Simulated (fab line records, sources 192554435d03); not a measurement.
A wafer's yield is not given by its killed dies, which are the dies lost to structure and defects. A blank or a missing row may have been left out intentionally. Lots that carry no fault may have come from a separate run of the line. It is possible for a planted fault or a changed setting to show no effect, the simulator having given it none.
Problem report, 8D (eight disciplines) form, completed by code :: flow n5 finfet :: the parts of the form that need people (team, actions taken, sign-off) are left out

1. WHAT WENT WRONG
At N5_FIN_SAQP_CD_MEAS_27, cd nm averages 17.26 nm over 2 wafers from 2 lots, while fault-free wafers read 20.35 nm, standard deviation 0.24. Relative to the usual mean, that is a shift of -13 standard deviations.
The step: target cd 20 nm.
Earliest sighting: wafer L866.1 on cd sem-01 at day 3 12:31. The record holds 27 wafers of 9 lots with a number at this step. The rule behind "out" and "out of limits": a value lying over 4 standard deviations away from the usual mean. The other wafers with a number count as sound.

2. WHAT IT IS, AND WHAT IT ISN'T
question: which readings at this step
is: cd nm
is not: -

question: which lots
is: L866, L869
is not: L861, L863, L865, L876, L878, L881, L883

question: which wafers of those lots
is: L866.1, L869.5
is not: L866.2, L866.6, L869.2, L869.4

question: read on which gauges
is: cd sem-01
is not: cd sem-02, cd sem-03

question: when
is: from day 3 12:31
is not: up to then (11 sound wafers); but 14 sound wafers of L869, L876, L878, L881, L883 came after

3. THE SUSPECTS, EACH WITH WHAT RULES IT OUT
Counting: a tool at a process step up to the reading stays a suspect if it ran every lot that is out. Sound lots after the first of them don't rule it out here, since some wafers of a struck lot are sound.
- ruled out: the gauge at N5_FIN_SAQP_CD_MEAS_27. All the wafers that are out were read on cd sem-01, but those of them that N5_PASSIVATION_PROBE_49 has rows for are out there too, on other tools.
- ald sin-01 at N5_FIN_SAQP_SPACER1_ALD_24 (deposits SiO2, target thk 20.3 nm, pulse time 1 s, purge time 2 s): kept. Ran every lot that is out, first one L866 (day 3 11:36); last sound lot up to then L865 (day 3 04:41).
- At N5_FIN_SAQP_SPACER1_ALD_24, inside ald sin-01: chamber 0 took the wafers that are out, while their sound lot-mates went through chambers 1, 2, 3.
After counting, what remains is ald sin-01 at N5_FIN_SAQP_SPACER1_ALD_24.

4. THE CAUSE (what the simulator had put in)
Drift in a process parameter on ald sin-01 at N5_FIN_SAQP_SPACER1_ALD_24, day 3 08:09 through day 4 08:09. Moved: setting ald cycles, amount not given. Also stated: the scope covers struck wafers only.
Only this tool survived the counting.

5. THE EFFECT CHAIN, in route order
Rows list readings where the struck wafers' mean (over those with a number) sits beyond 3 standard deviations from the usual. Only readings for which the record gives a usual standard deviation are gone through. hours: the time from each lot's start at the first step in this table that gives one to its start at this step, as a median over the lots. sigmas: the change in usual standard deviations.
hours: 0
step: N5_FIN_SAQP_CD_MEAS_27
reading: cd nm
usual: 20.35 nm
on struck wafers: 17.26
change: -3.09
sigmas: -13

hours: 264
step: N5_PASSIVATION_PROBE_49
reading: defect limited yield
usual: 90.5 %
on struck wafers: 80.5
change: -10.0
sigmas: -5.9

hours: 264
step: N5_PASSIVATION_PROBE_49
reading: killed at front end
usual: 45
on struck wafers: 169
change: +124
sigmas: +8.9

hours: 264
step: N5_PASSIVATION_PROBE_49
reading: killed dies
usual: 112
on struck wafers: 231
change: +119
sigmas: +5.7

hours: 264
step: N5_PASSIVATION_PROBE_49
reading: killed on rim
usual: 15
on struck wafers: 90
change: +74
sigmas: +17

hours: 264
step: N5_PASSIVATION_PROBE_49
reading: sort_bin_5_function
usual: 5.6 %
on struck wafers: 16.4
change: +10.8
sigmas: +9.0

hours: 264
step: N5_PASSIVATION_PROBE_49
reading: sort n pass
usual: 1068
on struck wafers: 949
change: -119
sigmas: -5.7

hours: 264
step: N5_PASSIVATION_PROBE_49
reading: sort yield pct
usual: 90.5 %
on struck wafers: 80.5
change: -10.0
sigmas: -5.6
Here are the process steps it includes:
- N5_PASSIVATION_PROBE_49
Later steps that measure or inspect, where all struck wafers having a row at the step show a number for every such reading and not one has moved that far: N5_BEOL_M4_RC_MEAS_101.

6. WHAT WOULD HAVE CAUGHT IT SOONER
In this record the first reading out of limits at a measuring or inspecting step was taken at day 3 12:31, 4 hours after the fault began at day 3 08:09.
An alarm limit of 4 standard deviations would not have fired on the tool readings at N5_FIN_SAQP_SPACER1_ALD_24 for which the record gives a usual standard deviation, since none of them was out on any struck wafer.
Of the lots that are out (2), L869 began N5_FIN_SAQP_SPACER1_ALD_24 on ald sin-01 after day 3 12:31. It would have been spared by a hold on the tool at that moment.
